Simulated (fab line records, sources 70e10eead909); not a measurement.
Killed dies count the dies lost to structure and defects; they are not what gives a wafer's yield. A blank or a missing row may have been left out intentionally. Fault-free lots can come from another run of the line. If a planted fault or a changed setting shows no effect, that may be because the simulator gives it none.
Matching of chambers -- flow nand_harc -- NHARC_A_M1_DESCUM_14 on rie_diel-03: 4 sister chambers
The step chemistry O2, time 3 s. 4 wafers are shown with their chamber, then 8 later ones without.

WAFERS, EACH WITH ITS CHAMBER
wafer,chamber,drypump_motor_current_A (A)
L254.1,3,5.9
L268.6,1,5.1
L272.1,2,5.1
L273.2,0,6.2

WAFERS WITHOUT THEIR CHAMBER
wafer,drypump_motor_current_A (A)
L273.4,5.1
L273.5,6.2
L274.1,6.1
L274.4,5.1
L274.5,5.9
L275.2,5.9
L275.3,6.2
L275.6,6.2

WHICH CHAMBER EACH WENT THROUGH
wafer,from the rows above,in truth
L273.4,can't be placed: 1 or 2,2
L273.5,0,0
L274.1,0,0
L274.4,can't be placed: 1 or 2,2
L274.5,3,3
L275.2,3,3
L275.3,0,0
L275.6,0,0
Placed correctly: 6 of 8. Unplaceable from these rows: 2, with the true chamber sitting among the candidates in 2. Wrongly placed: 0.
How it was worked out, from the rows above alone: a wafer's distance from a chamber is the root of the sum, over the readings, of the square of ((its reading less the chamber's mean) divided by the reading's scatter). If the next closest chamber is less than 2 further off than the closest, the wafer can't be placed; otherwise it belongs to the closest. For every chamber, the mean is computed from those of its wafers that are shown. The scatter: root of mean squared gap, hidden wafer to nearest shown wafer, with one shown wafer a chamber.
